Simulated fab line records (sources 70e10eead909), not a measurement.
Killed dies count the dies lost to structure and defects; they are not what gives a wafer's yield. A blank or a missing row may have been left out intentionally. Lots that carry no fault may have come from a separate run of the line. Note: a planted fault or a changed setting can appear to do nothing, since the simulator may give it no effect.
Matching of chambers	flow nand_harc	NHARC_P_ZERO_WELL_DESCUM_54 on rie_diel-09: 4 sister chambers
The step chemistry O2, time 3 s. 14 wafers are shown with their chamber, then 7 later ones without.

== WAFERS PAIRED WITH THEIR CHAMBERS ==
wafer	chamber	drypump_motor_current_A (A)	showerhead_plenum_p_Torr (Torr)	oes_product_au (a.u.)
L075.2	1	5.6	2.03	0.989
L075.3	0	5.3	1.95	0.986
L075.5	3	6.6	2.03	0.987
L077.1	3	6.6	2.02	0.980
L077.5	0	5.3	1.95	0.981
L077.6	1	5.6	2.03	0.964
L079.2	1	5.5	2.03	0.972
L079.4	2	5.5	1.98	1.002
L079.5	0	5.3	1.95	0.992
L084.2	0	5.3	1.94	1.006
L084.3	3	6.7	2.01	1.004
L084.4	1	5.6	2.02	0.990
L093.1	3	6.6	2.01	1.006
L093.3	1	5.5	2.02	0.984

SIGNATURES (averages over the wafers above)
reading	chamber 0	chamber 1	chamber 2	chamber 3	scatter within a chamber
drypump_motor_current_A	5.300	5.560	5.500	6.625	0.0442
showerhead_plenum_p_Torr	1.9475	2.0260	1.9800	2.0175	0.00686
oes_product_au	0.99125	0.97980	1.00200	0.99425	0.0116
Rule: a wafer's distance from a chamber is the root of the sum, over the readings, of the square of ((its reading less the chamber's mean) divided by the reading's scatter). If the next closest chamber is less than 2 further off than the closest, the wafer can't be placed; otherwise it belongs to the closest. How the scatter is found: for the shown wafers, subtract from each reading the mean of its chamber, square and add these, divide the total by (wafers less chambers), then take the root.

== WAFERS WITH NO CHAMBER GIVEN ==
wafer	drypump_motor_current_A (A)	showerhead_plenum_p_Torr (Torr)	oes_product_au (a.u.)
L093.5	6.6	2.01	1.007
L094.1	5.6	2.01	1.000
L094.4	5.3	1.93	1.014
L094.5	5.5	1.96	1.036
L095.1	6.6	2.00	0.999
L095.3	5.5	2.01	0.999
L095.4	5.5	1.96	1.019

== WHICH CHAMBER EACH ONE RAN IN ==
wafer	from the rows above	in truth
L093.5	3	3
L094.1	can't be placed: 1 or 2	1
L094.4	0	0
L094.5	2	2
L095.1	3	3
L095.3	can't be placed: 1 or 2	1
L095.4	2	2
Correctly placed: 5 of 7. Unplaceable from these rows: 2, with the true chamber sitting among the candidates in 2. Placed wrongly: 0.
